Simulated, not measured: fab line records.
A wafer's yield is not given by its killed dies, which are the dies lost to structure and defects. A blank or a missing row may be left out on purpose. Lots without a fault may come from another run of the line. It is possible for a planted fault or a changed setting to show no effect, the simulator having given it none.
Which of the tools did it?	flow nand_harc	Sampling: 24 lots, 72 wafers, 6 of 1302 route steps

WHAT EACH GAUGE READ, for each wafer
NHARC_A_CONTACT_CD_MEAS_53.
lot	measured	on	cd_nm (nm)
L074	day 22 00:50	cd_sem-03	289.8 291.1 289.9
L075	day 22 05:38	cd_sem-03	290.3 291.3 290.0
L076	day 22 14:36	cd_sem-01	289.8 290.7 290.4
L077	day 23 02:40	cd_sem-03	290.6 289.2 290.2
L078	day 23 02:11	cd_sem-03	291.1 289.5 290.6
L079	day 24 03:53	cd_sem-03	290.5 290.5 289.8
L080	day 23 23:42	cd_sem-03	289.0 289.1 289.5
L081	day 24 15:38	cd_sem-02	289.1 290.2 289.4
L082	day 25 02:51	cd_sem-01	289.3 288.6 289.2
L083	day 25 03:37	cd_sem-03	289.3 288.8 289.1
L085	day 25 22:18	cd_sem-01	290.1 289.6 289.9
L084	day 25 19:26	cd_sem-01	289.0 289.7 289.2
L087	day 26 11:43	cd_sem-03	288.7 289.9 290.1
L086	day 26 09:58	cd_sem-02	289.9 289.2 289.3
L089	day 27 09:16	cd_sem-02	287.9 288.5 287.7
L088	day 27 08:42	cd_sem-03	290.3 290.2 289.9
L091	day 28 09:34	cd_sem-02	290.1 290.1 290.7
L090	day 28 06:23	cd_sem-03	291.5 290.4 291.0
L092	day 29 14:44	cd_sem-01	290.3 291.3 290.9
L093	day 29 14:38	cd_sem-02	290.3 289.2 289.6
L095	day 30 08:47	cd_sem-01	290.2 291.4 290.1
L094	day 30 07:37	cd_sem-02	288.7 289.6 288.7
L096	day 30 19:59	cd_sem-02	290.6 290.0 290.6
L097	day 31 01:49	cd_sem-02	288.6 288.6 287.6

WHAT TOOL EACH LOT RAN ON (gives the tool, then ch and the chambers of the sampled wafers, and finally the start)
lot	NHARC_A_SGD_CUT_STRIP_17	NHARC_A_SLIT_DEP_25	NHARC_A_WL_FILL_ALD_02	NHARC_A_WL_FILL_CVD_20	NHARC_A_CONTACT_ETCH_111
L074	rie_diel-04 ch 1,2, day 19 22:08 or earlier	pecvd-01 ch 0,2, day 19 22:08	ald_metal-01 ch 0,1, day 20 16:46	cvd_w-01 ch 0,1, day 21 20:45 or earlier	har_cap_etch-03 ch 0,1, day 21 20:45
L075	rie_diel-11 ch 2,3, day 20 04:46 or earlier	pecvd-03 ch 0,1,2, day 20 04:46	ald_metal-01 ch 1,3, day 21 00:13	cvd_w-01 ch 0,1, day 22 02:25 or earlier	har_cap_etch-02 ch 0,1, day 22 02:25
L076	rie_diel-12 ch 1,2,3, day 20 12:05 or earlier	pecvd-04 ch 0,1,2, day 20 12:05	ald_metal-01 ch 0,1,2, day 21 06:36	cvd_w-01 ch 0,1, day 22 11:19 or earlier	har_cap_etch-01 ch 0,1, day 22 11:19
L077	rie_diel-12 ch 0,1,2, day 21 00:17 or earlier	pecvd-03 ch 1,2, day 21 00:17	ald_metal-02 ch 0,1,2, day 21 19:07	cvd_w-02 ch 0,1, day 22 23:21 or earlier	har_cap_etch-01 ch 0,1, day 22 23:21
L078	rie_diel-11 ch 1,3, day 21 00:15 or earlier	pecvd-04 ch 0,1, day 21 00:15	ald_metal-03 ch 1,3, day 21 19:09	cvd_w-02 ch 1, day 22 22:56 or earlier	har_cap_etch-03 ch 0,1, day 22 22:56
L079	rie_diel-12 ch 0,2,3, day 21 23:30 or earlier	pecvd-04 ch 1,2, day 21 23:30	ald_metal-03 ch 0,2,3, day 22 22:54	cvd_w-01 ch 0,1, day 24 00:38 or earlier	har_cap_etch-02 ch 0,1, day 24 00:38
L080	rie_diel-11 ch 0,1,2, day 21 23:44 or earlier	pecvd-04 ch 0,1, day 21 23:44	ald_metal-03 ch 0,2,3, day 22 18:10	cvd_w-01 ch 0,1, day 23 20:26 or earlier	har_cap_etch-01 ch 0,1, day 23 20:26
L081	rie_diel-04 ch 1,2,3, day 22 06:40 or earlier	pecvd-01 ch 0,2, day 22 06:40	ald_metal-03 ch 0,3, day 23 06:00	cvd_w-02 ch 0,1, day 24 12:23 or earlier	har_cap_etch-01 ch 0,1, day 24 12:23
L082	rie_diel-11 ch 2,3, day 23 00:59 or earlier	pecvd-04 ch 0,2, day 23 00:59	ald_metal-01 ch 0,2, day 23 19:24	cvd_w-01 ch 0,1, day 24 23:37 or earlier	har_cap_etch-01 ch 0,1, day 24 23:37
L083	rie_diel-04 ch 0,1, day 23 01:12 or earlier	pecvd-03 ch 0,1,2, day 23 01:12	ald_metal-02 ch 0,3, day 23 19:34	cvd_w-02 ch 0,1, day 25 00:22 or earlier	har_cap_etch-02 ch 0,1, day 25 00:22
L085	rie_diel-12 ch 0,1,3, day 23 17:43 or earlier	pecvd-04 ch 0,1, day 23 17:43	ald_metal-03 ch 0,3, day 24 13:55	cvd_w-02 ch 0,1, day 25 19:04 or earlier	har_cap_etch-02 ch 0,1, day 25 19:04
L084	rie_diel-11 ch 1,2, day 23 17:40 or earlier	pecvd-03 ch 0,1, day 23 17:40	ald_metal-02 ch 1,2, day 24 14:02	cvd_w-02 ch 0,1, day 25 16:11 or earlier	har_cap_etch-01 ch 0,1, day 25 16:11
L087	rie_diel-11 ch 1,3, day 24 06:55 or earlier	pecvd-01 ch 0,1,2, day 24 06:55	ald_metal-01 ch 0,2, day 25 03:58	cvd_w-02 ch 0,1, day 26 08:28 or earlier	har_cap_etch-03 ch 0,1, day 26 08:28
L086	rie_diel-12 ch 0,3, day 24 07:09 or earlier	pecvd-01 ch 0,1,2, day 24 07:09	ald_metal-02 ch 2,3, day 25 04:04	cvd_w-01 ch 0,1, day 26 06:41 or earlier	har_cap_etch-02 ch 0,1, day 26 06:41
L089	rie_diel-11 ch 0,1, day 25 07:37 or earlier	pecvd-01 ch 0,1,2, day 25 07:37	ald_metal-01 ch 0,1, day 26 02:25	cvd_w-01 ch 0,1, day 27 05:53 or earlier	har_cap_etch-02 ch 0,1, day 27 05:53
L088	rie_diel-12 ch 0,2, day 25 07:33 or earlier	pecvd-04 ch 1, day 25 07:33	ald_metal-03 ch 0,2, day 26 02:34	cvd_w-01 ch 0,1, day 27 05:25 or earlier	har_cap_etch-01 ch 0,1, day 27 05:25
L091	rie_diel-12 ch 1,2,3, day 26 07:21 or earlier	pecvd-03 ch 0,1,2, day 26 07:21	ald_metal-03 ch 0,2,3, day 27 01:55	cvd_w-02 ch 0,1, day 28 06:19 or earlier	har_cap_etch-03 ch 0,1, day 28 06:19
L090	rie_diel-12 ch 1,2, day 26 07:19 or earlier	pecvd-01 ch 1,2, day 26 07:19	ald_metal-01 ch 1,2,3, day 27 02:01	cvd_w-01 ch 0,1, day 28 03:07 or earlier	har_cap_etch-01 ch 1, day 28 03:07
L092	rie_diel-11 ch 0,3, day 27 07:55 or earlier	pecvd-03 ch 0,2, day 27 07:55	ald_metal-03 ch 2,3, day 28 02:47	cvd_w-01 ch 0,1, day 29 08:39 or earlier	har_cap_etch-02 ch 0,1, day 29 08:39
L093	rie_diel-04 ch 0,2, day 27 07:49 or earlier	pecvd-01 ch 0,2, day 27 07:49	ald_metal-01 ch 0,2, day 28 06:36	cvd_w-02 ch 0,1, day 29 11:20 or earlier	har_cap_etch-03 ch 0,1, day 29 11:20
L095	rie_diel-11 ch 0,2,3, day 28 05:59 or earlier	pecvd-01 ch 1,2, day 28 05:59	ald_metal-02 ch 0,1,2, day 29 01:53	cvd_w-01 ch 0,1, day 30 05:32 or earlier	har_cap_etch-01 ch 0,1, day 30 05:32
L094	rie_diel-04 ch 0,3, day 28 06:11 or earlier	pecvd-03 ch 0,1,2, day 28 06:11	ald_metal-03 ch 0,2,3, day 29 01:57	cvd_w-02 ch 0,1, day 30 04:22 or earlier	har_cap_etch-03 ch 0,1, day 30 04:22
L096	rie_diel-12 ch 1,3, day 28 18:37 or earlier	pecvd-03 ch 1,2, day 28 18:37	ald_metal-02 ch 0,1,2, day 29 13:51	cvd_w-02 ch 1, day 30 16:18 or earlier	har_cap_etch-01 ch 1, day 30 16:18
L097	rie_diel-04 ch 0,2,3, day 28 18:34 or earlier	pecvd-04 ch 0,1,2, day 28 18:34	ald_metal-01 ch 0,2,3, day 29 13:38	cvd_w-01 ch 0,1, day 30 22:35 or earlier	har_cap_etch-02 ch 0,1, day 30 22:35
- NHARC_A_SGD_CUT_STRIP_17: strips in O2.
- NHARC_A_SLIT_DEP_25: deposits SiO2, target thk 200 nm.
- NHARC_A_WL_FILL_ALD_02: deposits TiN, target thk 2 nm, pulse time 3 s, ald cycles 100.
- NHARC_A_WL_FILL_CVD_20: deposits W, target thk 100 nm, time 74 s.
- NHARC_A_CONTACT_ETCH_111: etches the open film in C4F8/O2/Ar, time 140 s, target depth 700 nm.

WHAT THE TOOLS THEMSELVES READ (means of the sampled wafers that have a number; where no wafer has one, the mark that the record gives instead)
NHARC_A_SGD_CUT_STRIP_17.
lot	tool	drypump_motor_current_A (A)	oes_product_au (a.u.)	rf_vpp_V (V)	showerhead_plenum_p_Torr (Torr)	throttle_valve_pct (%)
L074	rie_diel-04	5.8	0.991	59.0	3.64	17.029
L075	rie_diel-11	5.9	1.000	57.6	3.69	17.043
L076	rie_diel-12	5.6	1.003	56.8	3.56	17.033
L077	rie_diel-12	5.2	0.995	57.2	3.52	17.033
L078	rie_diel-11	5.8	0.989	58.0	3.46	17.028
L079	rie_diel-12	5.3	0.993	58.2	3.49	17.036
L080	rie_diel-11	6.3	1.000	58.3	3.42	17.030
L081	rie_diel-04	5.9	0.996	58.1	3.50	17.039
L082	rie_diel-11	5.9	1.005	57.5	3.69	17.032
L083	rie_diel-04	5.2	1.006	57.3	3.54	17.039
L085	rie_diel-12	5.6	0.998	58.0	3.53	17.026
L084	rie_diel-11	6.2	0.991	56.2	3.48	17.029
L087	rie_diel-11	5.7	0.984	58.4	3.60	17.031
L086	rie_diel-12	5.7	0.996	58.1	3.50	17.028
L089	rie_diel-11	6.1	0.980	56.9	3.33	17.040
L088	rie_diel-12	4.9	0.996	58.3	3.45	17.039
L091	rie_diel-12	5.5	1.007	57.2	3.55	17.036
L090	rie_diel-12	5.2	0.998	57.9	3.54	17.032
L092	rie_diel-11	6.3	0.985	57.1	3.51	17.039
L093	rie_diel-04	5.6	0.992	57.4	3.38	17.031
L095	rie_diel-11	6.2	0.986	58.9	3.57	17.041
L094	rie_diel-04	5.3	1.003	57.4	3.39	17.036
L096	rie_diel-12	6.0	1.015	57.7	3.56	17.040
L097	rie_diel-04	5.7	0.999	57.1	3.37	17.036

NHARC_A_SLIT_DEP_25.
lot	tool	heater_power_w (W)	throttle_valve_pct (%)
L074	pecvd-01	598	15.6
L075	pecvd-03	597	16.1
L076	pecvd-04	491	15.9
L077	pecvd-03	620	16.4
L078	pecvd-04	395	15.7
L079	pecvd-04	574	16.1
L080	pecvd-04	461	15.7
L081	pecvd-01	532	15.6
L082	pecvd-04	637	16.2
L083	pecvd-03	606	16.2
L085	pecvd-04	404	15.6
L084	pecvd-03	580	16.2
L087	pecvd-01	551	15.4
L086	pecvd-01	560	15.4
L089	pecvd-01	567	15.5
L088	pecvd-04	424	15.8
L091	pecvd-03	643	16.0
L090	pecvd-01	522	15.9
L092	pecvd-03	657	15.9
L093	pecvd-01	620	15.4
L095	pecvd-01	540	15.9
L094	pecvd-03	633	16.2
L096	pecvd-03	619	16.1
L097	pecvd-04	527	15.9

NHARC_A_WL_FILL_ALD_02.
lot	tool	heater_power_w (W)	precursor_pulse_height_rel
L074	ald_metal-01	1109	1.020
L075	ald_metal-01	1049	1.005
L076	ald_metal-01	1161	1.012
L077	ald_metal-02	1068	1.004
L078	ald_metal-03	946	0.988
L079	ald_metal-03	1084	0.993
L080	ald_metal-03	1090	1.007
L081	ald_metal-03	1049	1.006
L082	ald_metal-01	1175	0.990
L083	ald_metal-02	989	1.009
L085	ald_metal-03	980	0.993
L084	ald_metal-02	1068	0.995
L087	ald_metal-01	1167	0.996
L086	ald_metal-02	954	1.005
L089	ald_metal-01	1192	1.018
L088	ald_metal-03	1083	0.998
L091	ald_metal-03	1025	0.996
L090	ald_metal-01	1128	0.989
L092	ald_metal-03	979	0.999
L093	ald_metal-01	1186	1.010
L095	ald_metal-02	1046	0.995
L094	ald_metal-03	1020	0.985
L096	ald_metal-02	1069	0.999
L097	ald_metal-01	1122	1.027

NHARC_A_WL_FILL_CVD_20.
lot	tool	heater_power_w (W)	throttle_valve_pct (%)
L074	cvd_w-01	810	8.3
L075	cvd_w-01	789	8.2
L076	cvd_w-01	790	8.3
L077	cvd_w-02	805	7.7
L078	cvd_w-02	794	7.3
L079	cvd_w-01	810	8.2
L080	cvd_w-01	790	8.2
L081	cvd_w-02	815	7.4
L082	cvd_w-01	793	8.1
L083	cvd_w-02	844	7.7
L085	cvd_w-02	820	7.7
L084	cvd_w-02	824	7.6
L087	cvd_w-02	821	7.7
L086	cvd_w-01	810	8.1
L089	cvd_w-01	798	8.2
L088	cvd_w-01	792	8.1
L091	cvd_w-02	824	7.6
L090	cvd_w-01	785	8.0
L092	cvd_w-01	798	8.2
L093	cvd_w-02	831	7.5
L095	cvd_w-01	795	8.3
L094	cvd_w-02	810	7.6
L096	cvd_w-02	804	7.4
L097	cvd_w-01	809	8.1

THE ANSWER, worked out from the rows above alone
Rule: what is usual is taken from the lots themselves. Put in order of their means at a reading, lots are off if they are a third of the lots or fewer, leave a main group of 4 or more, and stand apart from it by a gap of 3 or more times the standard deviation of the main group's means; of several such gaps the widest counts. A main group whose means are all the same, to the digits that the tables above print for the reading, isn't used. Also off: a lot with no number at a reading for which 4 or more lots have one. Any other lot the step has rows for is counted as sound. Order of review: gauges by route order, followed by the tools' own readings, for which a lot's mean as printed above is used. The first step at which some lot is off is used, and at that step the reading that is off furthest; a lot without a number counts as furthest.
None of the lots is off at any reading shown; this tells nothing.

WHAT THE SIMULATOR PUT IN
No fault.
